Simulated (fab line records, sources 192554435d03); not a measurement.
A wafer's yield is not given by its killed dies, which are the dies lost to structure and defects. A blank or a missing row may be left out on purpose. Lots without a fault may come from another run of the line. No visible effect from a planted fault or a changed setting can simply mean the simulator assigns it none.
fab line records    flow n5_finfet
record: lots: 7  wafers: 21
route steps=1938 shown BEOL_M8@1332 BEOL_M9@1446 BEOL_M11@1543
start_h: hours from the record's first day to the start of the lot's first wafer shown    wait_h: time in hours since the lot's previous step    " identical to the entry in the row above    L1.1+2: a row that stands for several wafers    - no value, or no start was given    * or withheld: withheld    < > ~ a bound
route shown NAME@n: a module of which the file shows steps, and the number in the route of the first    usual: mean/standard deviation taken from wafers without a fault    same: alike in all rows    chamber/n: place in a boat    sites: per-site readings    _std_site: how widely they spread, as a standard deviation    _edge_site: the outer-site mean with the inner-site mean subtracted    radius_mm: for every site, how far away it sits from the centre of the wafer    mask NAME#n: copy n    behind: the tool/chamber that last shaped the wafer    hold: what put the lot on hold/how long, in hours/how the hold closed    device: names the non-switching transistor (n, p or np)    end of line: the tests these same wafers got at the end of their route    step lacking rows: just its recipe    killed: dies that structure and defects cost at the first sort, which is not the same as the wafer's yield    map: shows each die of a wafer: x if killed, . if not, _ if none is there
set.NAME: the setting as run; set.NAME@STEP: as run at that earlier step    model.NAME: the simulator's own value behind a step, which no gauge read
lots with deliberately changed settings; one table per step, one row per wafer
== steps ==
step: N5_BEOL_M8_ILD_DEP_00
recipe: material: SiCOH_lowk  target_thk_a: 1797.5  temp_c: 300  precursor: DEMS/porogen  pressure_torr: 5  rf_w: 500  time_s: 33.4
lot.wafer  tool      chamber  start_h  wait_h  set.temp_c  model.SiCOH_lowk_of_BEOL_M8_ILD_DEP_00.thk_nm
L075.1     pecvd-03  1        216.65   0.0     300         180
L075.3     "         0        "        "       300         180.8
L075.4     "         2        "        "       302.1       179.2
L083.1     pecvd-02  2        258.75   0.0     302.2       176
L083.3     "         1        "        "       300         178.2
L083.4     "         1        "        "       302.2       178.4
L085.1     pecvd-03  0        261.23   0.0     305.9       173.6
L085.3     "         1        "        "       300         177
L085.4     "         1        "        "       300         180.4
L088.1     pecvd-01  1        303.22   0.0     304         173.4
L088.3     "         2        "        "       300         177.2
L088.6     "         1        "        "       304         175.2
L091.1     pecvd-03  2        335.36   0.0     294.2       188.8
L091.4     "         2        "        "       300         181.8
L091.5     "         1        "        "       300         179.8
L095.3+6   pecvd-03  1,0      364.62   0.0     305.9       174.8
L095.4     "         1        "        "       300         182
L096.1     pecvd-02  0        364.71   0.0     300         179.2
L096.5     "         1        "        "       300         181.6
L096.6     "         2        "        "       300         180.4
step: N5_BEOL_M8_CURE_74
recipe: temp_c: 385  time_s: 240  ambient: He/Ar  material: SiCOH_lowk
lot.wafer  tool        chamber  start_h  wait_h  set.temp_c@BEOL_M8_ILD_DEP_00  model.SiCOH_lowk_of_BEOL_M8_ILD_DEP_00.thk_nm
L075.1     uv_cure-03  1        217.15   0.5     300                            155.2
L075.3     "           1        "        "       300                            156
L075.4     "           1        "        "       302.1                          154.6
L083.1     uv_cure-02  1        259.03   0.3     302.2                          151.8
L083.3     "           1        "        "       300                            153.6
L083.4     "           1        "        "       302.2                          153.8
L085.1     uv_cure-03  1        261.30   0.0     305.9                          149.6
L085.3     "           1        "        "       300                            152.6
L085.4     "           1        "        "       300                            155.6
L088.1     uv_cure-03  2        303.28   0.0     304                            149.6
L088.3     "           2        "        "       300                            152.8
L088.6     "           2        "        "       304                            151
L091.1     uv_cure-03  0        335.42   0.0     294.2                          162.8
L091.4     "           0        "        "       300                            156.8
L091.5     "           0        "        "       300                            155
L096.1     uv_cure-02  2        364.77   0.0     300                            154.4
L096.5     "           2        "        "       300                            156.6
L096.6     "           2        "        "       300                            155.6
L095.3+6   uv_cure-03  2        364.84   0.2     305.9                          150.6
L095.4     "           2        "        "       300                            157
step: N5_BEOL_M8_THK_MEAS_01
recipe: reads: SiCOH_lowk_of_BEOL_M8_ILD_DEP_00
usual: M8_ILD_THK: 154.7/1.9
lot.wafer  tool           chamber  start_h  wait_h  set.temp_c@BEOL_M8_ILD_DEP_00  M8_ILD_THK[nm]
L075.1     film_metro-02  -        217.66   0.4     300                            155.2
L075.3     "              -        "        "       300                            155.8
L075.4     "              -        "        "       302.1                          154.5
L083.1     film_metro-01  -        259.55   0.4     302.2                          151.9
L083.3     "              -        "        "       300                            153.6
L083.4     "              -        "        "       302.2                          153.9
L085.1     film_metro-01  -        261.81   0.4     305.9                          149.6
L085.3     "              -        "        "       300                            152.6
L085.4     "              -        "        "       300                            155.5
L088.1     film_metro-01  -        303.80   0.4     304                            149.5
L088.3     "              -        "        "       300                            152.9
L088.6     "              -        "        "       304                            150.9
L091.1     film_metro-01  -        335.94   0.4     294.2                          162.8
L091.4     "              -        "        "       300                            156.8
L091.5     "              -        "        "       300                            155.0
L095.3     film_metro-01  -        365.20   0.3     305.9                          150.6
L095.4     "              -        "        "       300                            156.9
L095.6     "              -        "        "       305.9                          150.6
L096.1     film_metro-02  -        365.29   0.4     300                            154.5
L096.5     "              -        "        "       300                            156.5
L096.6     "              -        "        "       300                            155.5
step: N5_BEOL_M8_CURE_75
recipe: temp_c: 370  time_s: 120  ambient: DMADMS/He  material: SiCOH_lowk
usual: lamp_power_pct: 52.31/0.053
lot.wafer  tool        chamber  start_h  wait_h  set.time_s  lamp_power_pct
L075.1     uv_cure-03  0        221.83   1.1     120         52.38
L075.3     "           0        "        "       120         52.35
L075.4     "           0        "        "       120         52.33
L083.1     uv_cure-03  0        262.40   0.3     129.4       51.88
L083.3     "           0        "        "       120         52.32
L083.4     "           0        "        "       129.4       51.88
L085.1     uv_cure-03  1        265.01   0.0     120         52.39
L085.3     "           1        "        "       120         52.28
L085.4     "           1        "        "       120         52.29
L088.1     uv_cure-03  0        307.21   0.0     145         51.18
L088.3     "           0        "        "       145         51.17
L088.6     "           0        "        "       120         52.19
L091.1     uv_cure-01  1        340.78   0.0     120         52.28
L091.4     "           1        "        "       120         52.28
L091.5     "           1        "        "       120         52.37
L096.1     uv_cure-03  0        369.29   0.0     120         52.30
L096.5     "           0        "        "       120         52.38
L096.6     "           0        "        "       120         52.25
L095.3     uv_cure-01  1        369.58   0.1     97.19       52.36
L095.4     "           1        "        "       120         52.28
L095.6     "           1        "        "       97.19       52.32
step: N5_BEOL_M9_TRENCH_ETCH_37
recipe: chemistry: C4F6/O2  target_depth_a: 1514.3  target: SiCOH_lowk  time_s: 49  ion_energy_ev: 250  pressure_mtorr: 30  source_w: 345  bias_w: 185  Ar_flow_sccm: 300  C4F6_flow_sccm: 10  O2_flow_sccm: 10
usual: rf_vpp_V: 658/10
lot.wafer  tool         chamber  start_h  wait_h  set.source_w  rf_vpp_V  model.etch.depth_nm  model.BEOL_M9.feature_depth_nm
L075.1     rie_diel-03  1        -        -       345           651       148.2                148.2
L075.3     "            2        "        "       284.4         724       140.1                140
L075.4     "            0        "        "       284.4         731       137.4                137.4
L083.1     rie_diel-02  0        -        -       288.2         714       147                  147
L083.3     "            2        "        "       288.2         723       145.6                145.6
L083.4     "            3        "        "       345           673       151.4                151.4
L085.1     rie_diel-02  0        -        -       319.6         677       148.5                148.6
L085.3     "            3        "        "       345           672       148.7                148.8
L085.4     "            1        "        "       319.6         671       144.9                144.8
L088.1     rie_diel-03  3        -        -       345           653       155.7                155.8
L088.3     "            1        "        "       345           649       147.6                147.6
L088.6     "            1        "        "       286.9         715       135.8                135.8
L091.1     rie_diel-03  3        -        -       345           654       153.5                153.4
L091.4     "            2        "        "       345           654       147.3                147.4
L091.5     "            0        "        "       396.8         617       157.8                157.8
L095.3     rie_diel-03  2        -        -       289.3         716       139.5                139.6
L095.4     "            0        "        "       345           664       151.4                151.4
L095.6     "            3        "        "       345           654       155.6                155.6
L096.1     rie_diel-02  1        -        -       345           684       154.8                154.8
L096.5     "            0        "        "       345           651       155.5                155.6
L096.6     "            1        "        "       345           684       156.4                156.4
step: N5_BEOL_M9_ETCH_41
recipe: chemistry: CH3F/O2  target: SiCN  target_depth_a: 366  taper_deg: 2  time_s: 70.1  ion_energy_ev: 120  mask_material: TiN  pressure_mtorr: 30  source_w: 395  bias_w: 75  Ar_flow_sccm: 150  CH3F_flow_sccm: 30  O2_flow_sccm: 20
step: N5_BEOL_M9_STRIP_80
recipe: chemistry: N2/H2  time_s: 10  power_w: 450  temp_c: 40  pressure_mtorr: 20  rf_frequency_hz: 6e+07  bias_power_w: 7  n2_flow_sccm: 200  h2_flow_sccm: 200
step: N5_BEOL_M9_OCD_MEAS_38
usual: trench_depth_nm: 151.6/2.9
lot.wafer  tool    chamber  start_h  wait_h  set.source_w@BEOL_M9_TRENCH_ETCH_37  trench_depth_nm
L075.1     ocd-01  -        229.60   -       345                                  148.9
L075.3     "       -        "        "       284.4                                140.2
L075.4     "       -        "        "       284.4                                137.1
L083.1     ocd-02  -        269.89   -       288.2                                147.0
L083.3     "       -        "        "       288.2                                145.8
L083.4     "       -        "        "       345                                  151.5
L085.1     ocd-02  -        273.94   -       319.6                                148.6
L085.3     "       -        "        "       345                                  148.7
L085.4     "       -        "        "       319.6                                145.4
L088.1     ocd-01  -        315.32   -       345                                  155.5
L088.3     "       -        "        "       345                                  147.6
L088.6     "       -        "        "       286.9                                135.7
L091.1     ocd-02  -        351.92   -       345                                  153.9
L091.4     "       -        "        "       345                                  147.0
L091.5     "       -        "        "       396.8                                158.1
L095.3     ocd-02  -        380.26   -       289.3                                139.3
L095.4     "       -        "        "       345                                  151.3
L095.6     "       -        "        "       345                                  156.2
L096.1     ocd-02  -        380.30   -       345                                  154.8
L096.5     "       -        "        "       345                                  155.1
L096.6     "       -        "        "       345                                  156.5
step: N5_BEOL_M9_HM_STRIP_39
recipe: chemistry: peroxide_tin_strip  material: TiN  target_depth_a: 250  temp_c: 50  time_s: 158
step: N5_BEOL_M9_SRD_40
recipe: time_s: 30  temp_c: 23  rinse_liquid: diw  dry: ipa_marangoni
step: N5_BEOL_M9_ECD_50
recipe: material: Cu  target_thk_a: 3180
step: N5_BEOL_M9_ANNEAL_51
recipe: temp_c: 225  time_s: 90  ambient: N2
step: N5_BEOL_M9_CMP_52
recipe: stop_on: SiCOH_lowk  t_overpolish_s: 7  down_force_psi: 1  platen_rpm: 50  clearing_platen_down_force_psi: 1.5  clearing_platen_rpm: 50  post_cmp_clean: cu_alkaline  target_thk_nm: 140  clearing_platen_pad_velocity_m_s: 0.99484  pad_velocity_m_s: 0.99484
lot.wafer  tool    chamber  start_h  wait_h  set.source_w@BEOL_M9_TRENCH_ETCH_37  model.Cu_of_BEOL_M9_ECD_50.thk_nm
L075.3     cmp-04  0        237.75   0.3     284.4                                127.4
L075.1     "       2        "        "       345                                  135.4
L075.4     "       3        "        "       284.4                                123
L083.1     cmp-04  0        272.56   0.5     288.2                                134.4
L083.3     "       2        "        "       288.2                                134.2
L083.4     "       3        "        "       345                                  138.4
L085.3     cmp-02  2        281.43   0.2     345                                  139
L085.4     "       0        "        "       319.6                                134.4
L085.1     "       1        "        "       319.6                                137.8
L088.3     cmp-04  0        318.89   0.2     345                                  135.4
L088.1     "       2        "        "       345                                  140.6
L088.6     "       0        "        "       286.9                                123.4
L091.1     cmp-01  2        354.32   0.3     345                                  141.6
L091.4     "       0        "        "       345                                  136.8
L091.5     "       1        "        "       396.8                                148.4
L095.3     cmp-04  0        382.58   0.2     289.3                                126.6
L095.4     "       3        "        "       345                                  138.8
L095.6     "       0        "        "       345                                  142.8
L096.1     cmp-01  2        382.82   0.3     345                                  142.4
L096.6     "       0        "        "       345                                  146.2
L096.5     "       1        "        "       345                                  146
step: N5_BEOL_M9_THK_MEAS_53
recipe: thk_meas_gauge: xrf  reads: Cu_of_BEOL_M9_ECD_50
usual: M9_THK: 140/3.2
lot.wafer  tool           chamber  start_h  wait_h  set.source_w@BEOL_M9_TRENCH_ETCH_37  M9_THK[nm]
L075.1     film_metro-02  -        238.04   -       345                                  134
L075.3     "              -        "        "       284.4                                126
L075.4     "              -        "        "       284.4                                122
L083.1     film_metro-01  -        272.85   -       288.2                                135
L083.3     "              -        "        "       288.2                                135
L083.4     "              -        "        "       345                                  139
L085.1     film_metro-01  -        281.72   -       319.6                                138
L085.3     "              -        "        "       345                                  138
L085.4     "              -        "        "       319.6                                134
L088.1     film_metro-01  -        319.15   -       345                                  140
L088.3     "              -        "        "       345                                  136
L088.6     "              -        "        "       286.9                                124
L091.1     film_metro-01  -        354.58   -       345                                  141
L091.4     "              -        "        "       345                                  136
L091.5     "              -        "        "       396.8                                147
L095.3     film_metro-02  -        382.88   -       289.3                                127
L095.4     "              -        "        "       345                                  140
L095.6     "              -        "        "       345                                  144
L096.1     film_metro-01  -        383.03   -       345                                  142
L096.5     "              -        "        "       345                                  145
L096.6     "              -        "        "       345                                  145
step: N5_BEOL_M9_PRE_CLEAN_55
recipe: gas: NH3  time_s: 15  temp_c: withheld  rf_power_w: 300
step: N5_BEOL_M9_DEP_56
recipe: material: SiCN  target_thk_a: 150  temp_c: withheld  precursor: 3MS/NH3  pressure_torr: 3  rf_w: 202  time_s: 26.5
step: N5_BEOL_M9_RS_MEAS_57
recipe: thk_meas_gauge: four-point-probe  reads: Cu_of_BEOL_M9_ECD_50+Co_of_BEOL_M9_CVD_78+TaN_of_BEOL_M9_ALD_74
usual: M9_RS: 0.151/0.0036
lot.wafer  tool           chamber  start_h  wait_h  set.source_w@BEOL_M9_TRENCH_ETCH_37  M9_RS[ohm/sq]
L075.1     film_metro-02  -        238.21   0.1     345                                  0.156
L075.3     "              -        "        "       284.4                                0.167
L075.4     "              -        "        "       284.4                                0.174
L083.1     film_metro-02  -        272.99   0.1     288.2                                0.158
L083.3     "              -        "        "       288.2                                0.158
L083.4     "              -        "        "       345                                  0.153
L085.1     film_metro-01  -        281.86   0.1     319.6                                0.153
L085.3     "              -        "        "       345                                  0.152
L085.4     "              -        "        "       319.6                                0.158
L088.1     film_metro-02  -        319.28   0.1     345                                  0.150
L088.3     "              -        "        "       345                                  0.156
L088.6     "              -        "        "       286.9                                0.174
L091.1     film_metro-02  -        354.72   0.1     345                                  0.149
L091.4     "              -        "        "       345                                  0.155
L091.5     "              -        "        "       396.8                                0.141
L095.3     film_metro-02  -        383.01   0.1     289.3                                0.169
L095.4     "              -        "        "       345                                  0.152
L095.6     "              -        "        "       345                                  0.148
L096.1     film_metro-01  -        383.17   0.1     345                                  0.148
L096.5     "              -        "        "       345                                  0.144
L096.6     "              -        "        "       345                                  0.144
step: N5_BEOL_M11_COAT_05
recipe: resist: CAR-ArF  spin_rpm: 1500  resist_thk_nm: 90
lot.wafer  tool            chamber  start_h  wait_h  set.spin_rpm  model.CAR-ArF_of_BEOL_M11_COAT_05.thk_nm
L075.1     litho_track-03  0        -        -       1500          89.6
L075.3     "               0        "        "       1500          90.2
L075.4     "               0        "        "       1500          90.4
L083.1     litho_track-03  0        -        -       1500          90.4
L083.3+4   "               0        "        "       1456          91.4
L085.1     litho_track-04  0        -        -       1660          85.4
L085.3     "               0        "        "       1660          85.2
L085.4     "               0        "        "       1500          89.6
L088.1     litho_track-03  0        -        -       1582          87.4
L088.3     "               0        "        "       1500          90
L088.6     "               0        "        "       1582          87.6
L091.1     litho_track-04  0        -        -       1500          90.6
L091.4     "               0        "        "       1626          86.8
L091.5     "               0        "        "       1500          90.4
L095.3     litho_track-03  0        -        -       1500          90
L095.4     "               0        "        "       1500          89.4
L095.6     "               0        "        "       1430          92.2
L096.1     litho_track-05  0        -        -       1500          90
L096.5     "               0        "        "       1500          90.2
L096.6     "               0        "        "       1500          89.8
step: N5_BEOL_M11_EBR_07
recipe: solvent: PGMEA  ebr_width_mm: 1.5
step: N5_BEOL_M11_SOFTBAKE_06
recipe: temp_c: 110  time_s: 60  resist: CAR-ArF
step: N5_BEOL_M11_DESCUM_16
recipe: chemistry: O2  time_s: 7.9  source_power_w: 50  bias_power_w: 20  pressure_mtorr: 20  rf_frequency_hz: 2.712e+07  temp_c: 40  resist: CAR-ArF  o2_flow_sccm: 225
lot.wafer  tool         chamber  start_h  wait_h  set.spin_rpm@BEOL_M11_COAT_05  model.CAR-ArF_of_BEOL_M11_COAT_05.thk_nm
L075.1     rie_diel-02  0        248.22   0.0     1500                           83
L075.3     "            3        "        "       1500                           83.6
L075.4     "            2        "        "       1500                           84
L083.1     rie_diel-03  0        286.27   0.0     1500                           83.8
L083.3+4   "            1,2      "        "       1456                           84.8
L085.1     rie_diel-01  3        297.94   0.0     1660                           78.8
L085.3     "            1        "        "       1660                           78.6
L085.4     "            0        "        "       1500                           83
L088.1     rie_diel-02  0        329.21   0.0     1582                           80.8
L088.3     "            2        "        "       1500                           83.4
L088.6     "            0        "        "       1582                           81
L091.1+5   rie_diel-01  1,3      367.13   0.4     1500                           83.8
L091.4     "            3        "        "       1626                           80.2
L095.3     rie_diel-02  0        392.60   0.2     1500                           83.4
L095.4     "            2        "        "       1500                           83
L095.6     "            3        "        "       1430                           85.6
L096.1     rie_diel-03  2        393.55   0.0     1500                           83.4
L096.5     "            3        "        "       1500                           83.6
L096.6     "            0        "        "       1500                           83.2
step: N5_BEOL_M11_TRENCH_ETCH_37
recipe: chemistry: C4F6/O2  target_depth_a: 1488.3  target: SiCOH_lowk  time_s: 48  ion_energy_ev: 250  pressure_mtorr: 30  source_w: 345  bias_w: 185  Ar_flow_sccm: 300  C4F6_flow_sccm: 10  O2_flow_sccm: 10
lot.wafer  tool         chamber  start_h  wait_h  set.time_s  model.etch.depth_nm  model.BEOL_M11.feature_depth_nm
L075.1     rie_diel-02  1        -        -       48          147.1                147
L075.3     "            3        "        "       48          144.2                144.2
L075.4     "            0        "        "       48          151.3                151.4
L083.1     rie_diel-02  2        -        -       54.35       169.3                169.4
L083.3     "            3        "        "       54.35       163.9                163.8
L083.4     "            1        "        "       48          147.1                147
L085.1     rie_diel-02  3        -        -       48          146.5                146.4
L085.3     "            2        "        "       48          149.9                150
L085.4     "            1        "        "       48          148                  148
L088.1     rie_diel-01  3        -        -       48          150.7                150.6
L088.3     "            0        "        "       41          125.3                125.2
L088.6     "            1        "        "       41          129.7                129.8
L091.1     rie_diel-01  2        -        -       48          149.6                149.6
L091.4     "            0        "        "       48          146.9                146.8
L091.5     "            3        "        "       48          151.9                151.8
L095.3     rie_diel-02  0        -        -       48          151.5                151.4
L095.4     "            2        "        "       54.52       171.2                171.2
L095.6     "            3        "        "       48          151.3                151.4
L096.1     rie_diel-03  0        -        -       48          146.5                146.4
L096.5     "            1        "        "       48          144.5                144.4
L096.6     "            0        "        "       48          147                  147
step: N5_BEOL_M11_ETCH_41
recipe: chemistry: CH3F/O2  target: SiCN  target_depth_a: 426  taper_deg: 2  time_s: 86  ion_energy_ev: 120  mask_material: TiN  pressure_mtorr: 30  source_w: 395  bias_w: 75  Ar_flow_sccm: 150  CH3F_flow_sccm: 30  O2_flow_sccm: 20
step: N5_BEOL_M11_STRIP_77
recipe: chemistry: N2/H2  time_s: 10  power_w: 450  temp_c: 40  pressure_mtorr: 20  rf_frequency_hz: 6e+07  bias_power_w: 7  n2_flow_sccm: 200  h2_flow_sccm: 200
step: N5_BEOL_M11_OCD_MEAS_38
usual: trench_depth_nm: 148.5/2.9
lot.wafer  tool    chamber  start_h  wait_h  set.time_s@BEOL_M11_TRENCH_ETCH_37  trench_depth_nm
L075.1     ocd-01  -        249.54   -       48                                  146.7
L075.3     "       -        "        "       48                                  144.8
L075.4     "       -        "        "       48                                  151.0
L083.1     ocd-02  -        289.09   -       54.35                               169.6
L083.3     "       -        "        "       54.35                               163.4
L083.4     "       -        "        "       48                                  146.8
L085.1     ocd-01  -        300.35   -       48                                  145.9
L085.3     "       -        "        "       48                                  149.7
L085.4     "       -        "        "       48                                  147.9
L088.1     ocd-01  -        331.75   -       48                                  150.9
L088.3     "       -        "        "       41                                  125.4
L088.6     "       -        "        "       41                                  129.7
L091.1     ocd-02  -        368.61   -       48                                  149.5
L091.4     "       -        "        "       48                                  146.4
L091.5     "       -        "        "       48                                  151.7
L095.3     ocd-01  -        398.81   -       48                                  151.1
L095.4     "       -        "        "       54.52                               171.3
L095.6     "       -        "        "       48                                  151.4
L096.1     ocd-01  -        399.25   -       48                                  146.7
L096.5     "       -        "        "       48                                  144.6
L096.6     "       -        "        "       48                                  146.9
== key ==
split: step: N5_BEOL_M8_ILD_DEP_00  setting: temp_c  stated: 300  by: wafer
response: step: N5_BEOL_M8_ILD_DEP_00  reading: model.SiCOH_lowk_of_BEOL_M8_ILD_DEP_00.thk_nm  change: -3.16  per: 1%  r: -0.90
response: step: N5_BEOL_M8_CURE_74  reading: model.SiCOH_lowk_of_BEOL_M8_ILD_DEP_00.thk_nm  change: -2.76  per: 1%  r: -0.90
response: step: N5_BEOL_M8_THK_MEAS_01  reading: M8_ILD_THK  change: -2.74  per: 1%  r: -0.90
split: step: N5_BEOL_M8_CURE_75  setting: time_s  stated: 120  by: wafer
response: step: N5_BEOL_M8_CURE_75  reading: lamp_power_pct  shape: bent  at_lowest: *  at_stated: *  at_highest: *
split: step: N5_BEOL_M9_TRENCH_ETCH_37  setting: source_w  stated: 345  by: wafer
response: step: N5_BEOL_M9_TRENCH_ETCH_37  reading: rf_vpp_V  change: -3.32  per: 1%  r: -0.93
response: step: N5_BEOL_M9_TRENCH_ETCH_37  reading: model.etch.depth_nm  change: +0.618  per: 1%  r: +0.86
response: step: N5_BEOL_M9_TRENCH_ETCH_37  reading: model.BEOL_M9.feature_depth_nm  change: +0.62  per: 1%  r: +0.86
response: step: N5_BEOL_M9_OCD_MEAS_38  reading: trench_depth_nm  change: +0.636  per: 1%  r: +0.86
response: step: N5_BEOL_M9_CMP_52  reading: model.Cu_of_BEOL_M9_ECD_50.thk_nm  change: +0.628  per: 1%  r: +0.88
response: step: N5_BEOL_M9_THK_MEAS_53  reading: M9_THK  change: +0.639  per: 1%  r: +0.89
response: step: N5_BEOL_M9_RS_MEAS_57  reading: M9_RS  change: -0.000837  per: 1%  r: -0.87
split: step: N5_BEOL_M11_COAT_05  setting: spin_rpm  stated: 1500  by: wafer
response: step: N5_BEOL_M11_COAT_05  reading: model.CAR-ArF_of_BEOL_M11_COAT_05.thk_nm  change: -0.43  per: 1%  r: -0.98
response: step: N5_BEOL_M11_DESCUM_16  reading: model.CAR-ArF_of_BEOL_M11_COAT_05.thk_nm  change: -0.425  per: 1%  r: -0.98
split: step: N5_BEOL_M11_TRENCH_ETCH_37  setting: time_s  stated: 48  by: wafer
response: step: N5_BEOL_M11_TRENCH_ETCH_37  reading: model.etch.depth_nm  change: +1.51  per: 1%  r: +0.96
response: step: N5_BEOL_M11_TRENCH_ETCH_37  reading: model.BEOL_M11.feature_depth_nm  change: +1.51  per: 1%  r: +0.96
response: step: N5_BEOL_M11_OCD_MEAS_38  reading: trench_depth_nm  change: +1.53  per: 1%  r: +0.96
